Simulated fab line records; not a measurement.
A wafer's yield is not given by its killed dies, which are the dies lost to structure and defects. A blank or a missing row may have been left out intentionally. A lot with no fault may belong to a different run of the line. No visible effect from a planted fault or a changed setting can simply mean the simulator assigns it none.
What tool caused it? || flow nandHarc || 36 wafers from 12 lots sampled at 6 of the route's 1159 steps

WHAT THE GAUGES SHOWED, per wafer
NHARC_P_M2_THK_MEAS_24: measures by xrf.
{"lot": "L206", "measured": "day 6 07:43", "on": "filmMetro-01", "thkNm (nm)": "144.9 145.3 146.6"}
{"lot": "L207", "measured": "day 6 16:49", "on": "filmMetro-01", "thkNm (nm)": "143.1 146.9 147.6"}
{"lot": "L208", "measured": "day 6 17:08", "on": "filmMetro-01", "thkNm (nm)": "144.3 145.3 143.6"}
{"lot": "L209", "measured": "day 7 08:50", "on": "filmMetro-02", "thkNm (nm)": "144.5 143.9 145.9"}
{"lot": "L210", "measured": "day 7 09:23", "on": "filmMetro-02", "thkNm (nm)": "145.0 145.1 145.7"}
{"lot": "L211", "measured": "day 7 15:19", "on": "filmMetro-01", "thkNm (nm)": "145.0 146.1 143.0"}
{"lot": "L215", "measured": "day 8 16:53", "on": "filmMetro-01", "thkNm (nm)": "147.1 144.1 147.0"}
{"lot": "L216", "measured": "day 8 22:13", "on": "filmMetro-01", "thkNm (nm)": "142.2 145.9 143.3"}
{"lot": "L219", "measured": "day 9 11:25", "on": "filmMetro-02", "thkNm (nm)": "144.9 146.4 145.9"}
{"lot": "L225", "measured": "day 11 10:14", "on": "filmMetro-01", "thkNm (nm)": "146.4 144.9 149.4"}
{"lot": "L228", "measured": "day 11 18:23", "on": "filmMetro-02", "thkNm (nm)": "145.8 144.2 147.2"}
{"lot": "L229", "measured": "day 12 02:13", "on": "filmMetro-01", "thkNm (nm)": "146.1 145.5 146.9"}

NHARC_END_SORT_01.
{"lot": "L219", "measured": "day 25 03:07", "on": "prober-01", "defectLimitedYield (%)": "96.3 95.6 96.3", "killedAtArray": "23 30 24", "killedAtOther": "1 0 1", "killedAtPeriphery": "1 0 0", "killedDies": "25 30 25", "killedOpen": "3 5 3", "killedShort": "2 1 3", "sort_bin_2_pct (%)": "0.7 1.2 1.5", "sort_bin_3_pct (%)": "0.44 0 0.74", "sort_bin_4_pct (%)": "2.5 3.2 1.5", "sortNPass": "652 647 652", "sortRimYieldPct (%)": "99.1 95.3 98.1", "sortYieldPct (%)": "96.3 95.6 96.3"}

WHICH TOOL RAN EACH LOT (tool, then ch and the chambers of the sampled wafers, then the start)
{"lot": "L206", "NHARC_P_M1_ANNEAL_31": "rtpAnneal-01 ch 0, day 6 02:40", "NHARC_P_M2_PVD_21": "pvdSputter-02, day 6 06:41 or earlier", "NHARC_P_M2_ECD_22": "ecdCu-02 ch 0,1, day 6 06:41", "NHARC_P_M2_CMP_23": "cmp-03 ch 0,1, day 6 07:25"}
{"lot": "L207", "NHARC_P_M1_ANNEAL_31": "rtpAnneal-02 ch 0, day 6 11:20", "NHARC_P_M2_PVD_21": "pvdSputter-01, day 6 15:53 or earlier", "NHARC_P_M2_ECD_22": "ecdCu-02 ch 0,1, day 6 15:53", "NHARC_P_M2_CMP_23": "cmp-01 ch 0,2, day 6 16:30"}
{"lot": "L208", "NHARC_P_M1_ANNEAL_31": "rtpAnneal-01 ch 0, day 6 11:51", "NHARC_P_M2_PVD_21": "pvdSputter-02, day 6 16:05 or earlier", "NHARC_P_M2_ECD_22": "ecdCu-02 ch 0,1, day 6 16:05", "NHARC_P_M2_CMP_23": "cmp-02 ch 2,3, day 6 16:51"}
{"lot": "L209", "NHARC_P_M1_ANNEAL_31": "rtpAnneal-02 ch 0, day 7 04:00", "NHARC_P_M2_PVD_21": "pvdSputter-02, day 7 07:52 or earlier", "NHARC_P_M2_ECD_22": "ecdCu-02 ch 0,1, day 7 07:52", "NHARC_P_M2_CMP_23": "cmp-02 ch 0,3, day 7 08:33"}
{"lot": "L210", "NHARC_P_M1_ANNEAL_31": "rtpAnneal-02 ch 0, day 7 04:26", "NHARC_P_M2_PVD_21": "pvdSputter-03, day 7 08:23 or earlier", "NHARC_P_M2_ECD_22": "ecdCu-01 ch 0, day 7 08:23", "NHARC_P_M2_CMP_23": "cmp-01 ch 0,2,3, day 7 09:05"}
{"lot": "L211", "NHARC_P_M1_ANNEAL_31": "rtpAnneal-02 ch 0, day 7 10:19", "NHARC_P_M2_PVD_21": "pvdSputter-01, day 7 14:20 or earlier", "NHARC_P_M2_ECD_22": "ecdCu-01 ch 0,1, day 7 14:20", "NHARC_P_M2_CMP_23": "cmp-01 ch 1,2,3, day 7 15:01"}
{"lot": "L215", "NHARC_P_M1_ANNEAL_31": "rtpAnneal-01 ch 0, day 8 11:52", "NHARC_P_M2_PVD_21": "pvdSputter-01, day 8 15:53 or earlier", "NHARC_P_M2_ECD_22": "ecdCu-01 ch 0,1, day 8 15:53", "NHARC_P_M2_CMP_23": "cmp-01 ch 0,1, day 8 16:34"}
{"lot": "L216", "NHARC_P_M1_ANNEAL_31": "rtpAnneal-01 ch 0, day 8 17:22", "NHARC_P_M2_PVD_21": "pvdSputter-01, day 8 21:10 or earlier", "NHARC_P_M2_ECD_22": "ecdCu-02 ch 0,1, day 8 21:10", "NHARC_P_M2_CMP_23": "cmp-03 ch 0,2,3, day 8 21:53"}
{"lot": "L219", "NHARC_P_M1_ANNEAL_31": "rtpAnneal-02 ch 0, day 9 06:25", "NHARC_P_M2_PVD_21": "pvdSputter-01, day 9 10:23 or earlier", "NHARC_P_M2_ECD_22": "ecdCu-01 ch 1, day 9 10:23", "NHARC_P_M2_CMP_23": "cmp-01 ch 1,2, day 9 11:07"}
{"lot": "L225", "NHARC_P_M1_ANNEAL_31": "rtpAnneal-01 ch 0, day 11 05:23", "NHARC_P_M2_PVD_21": "pvdSputter-01, day 11 09:18 or earlier", "NHARC_P_M2_ECD_22": "ecdCu-02 ch 0,1, day 11 09:18", "NHARC_P_M2_CMP_23": "cmp-02 ch 0,2,3, day 11 10:00"}
{"lot": "L228", "NHARC_P_M1_ANNEAL_31": "rtpAnneal-01 ch 0, day 11 13:39", "NHARC_P_M2_PVD_21": "pvdSputter-03, day 11 17:24 or earlier", "NHARC_P_M2_ECD_22": "ecdCu-01 ch 0,1, day 11 17:24", "NHARC_P_M2_CMP_23": "cmp-01 ch 1,2, day 11 18:05"}
{"lot": "L229", "NHARC_P_M1_ANNEAL_31": "rtpAnneal-02 ch 0, day 11 21:26", "NHARC_P_M2_PVD_21": "pvdSputter-03, day 12 01:11 or earlier", "NHARC_P_M2_ECD_22": "ecdCu-01 ch 0,1, day 12 01:11", "NHARC_P_M2_CMP_23": "cmp-02 ch 0,1,3, day 12 01:55"}
- NHARC_P_M1_ANNEAL_31: time 90 s.
- NHARC_P_M2_PVD_21: deposits Cu, target thk 30 nm, time 20.49 s.
- NHARC_P_M2_ECD_22: material Cu, target thk 400 nm.
- NHARC_P_M2_CMP_23: polishes, t overpolish 20 s, target thk 144.3 nm.

WHAT THE TOOLS THEMSELVES READ (means of the sampled wafers that have a number; where no wafer has one, the mark that the record gives instead)
NHARC_P_M1_ANNEAL_31.
{"lot": "L206", "tool": "rtpAnneal-01", "wafer_temp_C_max": 226.1}
{"lot": "L207", "tool": "rtpAnneal-02", "wafer_temp_C_max": 226.0}
{"lot": "L208", "tool": "rtpAnneal-01", "wafer_temp_C_max": 226.4}
{"lot": "L209", "tool": "rtpAnneal-02", "wafer_temp_C_max": 225.9}
{"lot": "L210", "tool": "rtpAnneal-02", "wafer_temp_C_max": 225.9}
{"lot": "L211", "tool": "rtpAnneal-02", "wafer_temp_C_max": 225.9}
{"lot": "L215", "tool": "rtpAnneal-01", "wafer_temp_C_max": 226.0}
{"lot": "L216", "tool": "rtpAnneal-01", "wafer_temp_C_max": 226.5}
{"lot": "L219", "tool": "rtpAnneal-02", "wafer_temp_C_max": 225.6}
{"lot": "L225", "tool": "rtpAnneal-01", "wafer_temp_C_max": 226.1}
{"lot": "L228", "tool": "rtpAnneal-01", "wafer_temp_C_max": 226.2}
{"lot": "L229", "tool": "rtpAnneal-02", "wafer_temp_C_max": 225.4}

NHARC_P_M2_PVD_21.
{"lot": "L206", "tool": "pvdSputter-02", "cathodeDcPowerW (W)": 4999.3, "throttleValvePct (%)": 30.1}
{"lot": "L207", "tool": "pvdSputter-01", "cathodeDcPowerW (W)": 5000.2, "throttleValvePct (%)": 29.4}
{"lot": "L208", "tool": "pvdSputter-02", "cathodeDcPowerW (W)": 5000.2, "throttleValvePct (%)": 28.9}
{"lot": "L209", "tool": "pvdSputter-02", "cathodeDcPowerW (W)": 4999.5, "throttleValvePct (%)": 29.4}
{"lot": "L210", "tool": "pvdSputter-03", "cathodeDcPowerW (W)": 5000.7, "throttleValvePct (%)": 30.3}
{"lot": "L211", "tool": "pvdSputter-01", "cathodeDcPowerW (W)": 5000.9, "throttleValvePct (%)": 30.4}
{"lot": "L215", "tool": "pvdSputter-01", "cathodeDcPowerW (W)": 4999.1, "throttleValvePct (%)": 31.0}
{"lot": "L216", "tool": "pvdSputter-01", "cathodeDcPowerW (W)": 5000.5, "throttleValvePct (%)": 30.2}
{"lot": "L219", "tool": "pvdSputter-01", "cathodeDcPowerW (W)": 4998.7, "throttleValvePct (%)": 31.3}
{"lot": "L225", "tool": "pvdSputter-01", "cathodeDcPowerW (W)": 5000.9, "throttleValvePct (%)": 30.1}
{"lot": "L228", "tool": "pvdSputter-03", "cathodeDcPowerW (W)": 5000.5, "throttleValvePct (%)": 30.5}
{"lot": "L229", "tool": "pvdSputter-03", "cathodeDcPowerW (W)": 4999.8, "throttleValvePct (%)": 30.2}

NHARC_P_M2_ECD_22.
{"lot": "L206", "tool": "ecdCu-02", "bathTempC (C)": 24.88}
{"lot": "L207", "tool": "ecdCu-02", "bathTempC (C)": 24.92}
{"lot": "L208", "tool": "ecdCu-02", "bathTempC (C)": 24.96}
{"lot": "L209", "tool": "ecdCu-02", "bathTempC (C)": 25.14}
{"lot": "L210", "tool": "ecdCu-01", "bathTempC (C)": 25.06}
{"lot": "L211", "tool": "ecdCu-01", "bathTempC (C)": 24.98}
{"lot": "L215", "tool": "ecdCu-01", "bathTempC (C)": 24.96}
{"lot": "L216", "tool": "ecdCu-02", "bathTempC (C)": 24.99}
{"lot": "L219", "tool": "ecdCu-01", "bathTempC (C)": 24.79}
{"lot": "L225", "tool": "ecdCu-02", "bathTempC (C)": 24.89}
{"lot": "L228", "tool": "ecdCu-01", "bathTempC (C)": 24.94}
{"lot": "L229", "tool": "ecdCu-01", "bathTempC (C)": 25.06}

NHARC_P_M2_CMP_23.
{"lot": "L206", "tool": "cmp-03", "motorCurrentA (A)": 11.5, "timeToEndpointS (s)": 29}
{"lot": "L207", "tool": "cmp-01", "motorCurrentA (A)": 13.0, "timeToEndpointS (s)": 35}
{"lot": "L208", "tool": "cmp-02", "motorCurrentA (A)": 10.8, "timeToEndpointS (s)": 29}
{"lot": "L209", "tool": "cmp-02", "motorCurrentA (A)": 11.4, "timeToEndpointS (s)": 31}
{"lot": "L210", "tool": "cmp-01", "motorCurrentA (A)": 12.4, "timeToEndpointS (s)": 31}
{"lot": "L211", "tool": "cmp-01", "motorCurrentA (A)": 12.0, "timeToEndpointS (s)": 32}
{"lot": "L215", "tool": "cmp-01", "motorCurrentA (A)": 11.9, "timeToEndpointS (s)": 40}
{"lot": "L216", "tool": "cmp-03", "motorCurrentA (A)": 12.4, "timeToEndpointS (s)": 25}
{"lot": "L219", "tool": "cmp-01", "motorCurrentA (A)": 12.2, "timeToEndpointS (s)": 49}
{"lot": "L225", "tool": "cmp-02", "motorCurrentA (A)": 11.0, "timeToEndpointS (s)": 30}
{"lot": "L228", "tool": "cmp-01", "motorCurrentA (A)": 12.6, "timeToEndpointS (s)": 29}
{"lot": "L229", "tool": "cmp-02", "motorCurrentA (A)": 11.4, "timeToEndpointS (s)": 31}

THE ANSWER, worked out from the rows above alone
Rule: what is usual is taken from the lots themselves. The widest of any qualifying gaps counts: lots, ordered by their means at a reading, are off when they make up no more than a third of the lots, leave a main group of 4 or more, and stand apart from it by 3 or more times the standard deviation of that group's means. The tables above print the reading to a certain number of digits; a main group whose means all agree to those digits is not used. Also off: a lot with no number at a reading for which 4 or more lots have one. The other lots that the step has rows for count as sound. Order of review: gauges by route order, followed by the tools' own readings, for which a lot's mean as printed above is used. The first step at which some lot is off is used, and at that step the reading that is off furthest; a lot without a number counts as furthest.
None of the lots is off at any reading shown; this tells nothing.

WHAT THE SIMULATOR HAD INSERTED
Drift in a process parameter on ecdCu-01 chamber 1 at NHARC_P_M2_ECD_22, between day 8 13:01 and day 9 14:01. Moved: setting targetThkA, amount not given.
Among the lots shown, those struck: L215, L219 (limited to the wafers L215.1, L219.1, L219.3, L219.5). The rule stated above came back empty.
